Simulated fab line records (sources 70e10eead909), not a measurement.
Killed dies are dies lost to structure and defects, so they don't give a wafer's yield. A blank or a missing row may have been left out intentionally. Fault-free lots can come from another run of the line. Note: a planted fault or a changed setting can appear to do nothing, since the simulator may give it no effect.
A lot that was struck, set against a sound lot	flow nand harc	15 out of 1302 route steps
Sound: these wafers, L121.1, L121.2, L121.4. Struck: wafer L123.6 (left out: L123.4, L123.5 of the same lot, which were not struck); the cause appears at the end.
Order at every step that has rows: each side's tool, ch and its chambers, its first start. Under that, the readings that differ: sound wafers	struck wafers	difference of the means	sigmas: that difference in standard deviations of wafers without a fault.
alike: readings with means less than 2 such deviations apart, plus words and numbers identical on both sides. not compared: withheld readings, readings lacking a value on some wafer, bounds such as >300 that could conceal the same value, and numbers that have no deviation in the record and whose values overlap.
The two part at a step that has a row with sigmas, a row that says differs or no value, or rows on one side only. Numbers that have no deviation but don't overlap get no sigmas and don't part them. A reading that every wafer of one side lacks parts them only if that side has two wafers or more.

first, 2 steps without rows for these wafers: NHARC_A_DECK1_JOINT_ANNEAL_28 (time 1800 s); NHARC_A_DECK1_JOINT_ANNEAL_29 (time 1800 s).
NHARC_A_DECK1_JOINT_CMP_02: polishes SiOx.
  sound on cmp-01 ch 0,2,3, day 18 20:44; struck on cmp-02 ch 0, day 18 20:45
  alike: motor current A
next, for these wafers, 1 step has no rows: NHARC_A_DECK1_JOINT_SRD_15.
NHARC_A_DECK1_JOINT_DEP_16: deposits SiO2, target thk 45 nm.
  sound on pecvd-02 ch 0,1,2, day 18 21:22; struck on pecvd-01 ch 1, day 18 21:11
reading	sound	struck	difference	sigmas
throttle valve pct (%)	16.0 16.9 16.2	15.4	-1.0	-2
  alike: heater power w, mfc precursor sccm, rf fwd power W, susceptor temp C
NHARC_A_DECK1_JOINT_THK_MEAS_17: measures by ellipsometry.
  sound on film metro-02, day 18 21:38; struck on film metro-01, day 18 21:22
  alike: thk nm
NHARC_A_DECK1_JOINT_INSPECT_05:
  sound on defect inspect-02, day 18 21:40; struck on defect inspect-02, day 18 21:25
reading	sound	struck	difference	sigmas
raw defect count	464 486 496	254	-228	-2
then, no rows for these wafers at 1 step: NHARC_A_ONON_D2_DEP_00 (target thk 1000 nm).
NHARC_A_ONON_D2_THK_MEAS_02: measures by ellipsometry.
  sound on film metro-02, day 18 22:20; struck on film metro-02, day 18 21:59
  alike: thk nm
then, no rows for these wafers at 1 step: NHARC_A_ONON_D2_DEP_03 (target thk 1000 nm).
NHARC_A_ONON_D2_THK_MEAS_05: measures by ellipsometry.
  sound on film metro-01, day 18 22:54; struck on film metro-01, day 18 22:33
  alike: thk nm
NHARC_A_ONON_D2_DEP_06: target thk 1000 nm.
  sound on pecvd onon-02 ch 0, day 18 22:58; struck on pecvd onon-04 ch 0, day 18 22:47
  alike: n2o flow sccm, nh3 flow sccm, susceptor temp C
NHARC_A_ONON_D2_THK_MEAS_08: measures by ellipsometry.
  sound on film metro-02, day 18 23:28; struck on film metro-02, day 18 23:07
reading	sound	struck	difference	sigmas
thk nm (nm)	996 997 996	489	-507	-57
then, no rows for these wafers at 1 step: NHARC_A_ONON_D2_DEP_09 (target thk 1000 nm).
-- the record jumps here: 13 days lie between the struck wafers' starts before and after (it left off in module A_ONON_D2 and takes up again in module END, whose first step shown is number 1302 of the route) --
NHARC_END_SORT_01:
  only the struck wafers appear in the record here, on prober-01 ch 0 at day 31 23:09; the sound ones have no rows

WHERE THEY PART
At NHARC_A_DECK1_JOINT_DEP_16 first; at NHARC_END_SORT_01 last (within this record only).

WHY: the cause the simulator had injected
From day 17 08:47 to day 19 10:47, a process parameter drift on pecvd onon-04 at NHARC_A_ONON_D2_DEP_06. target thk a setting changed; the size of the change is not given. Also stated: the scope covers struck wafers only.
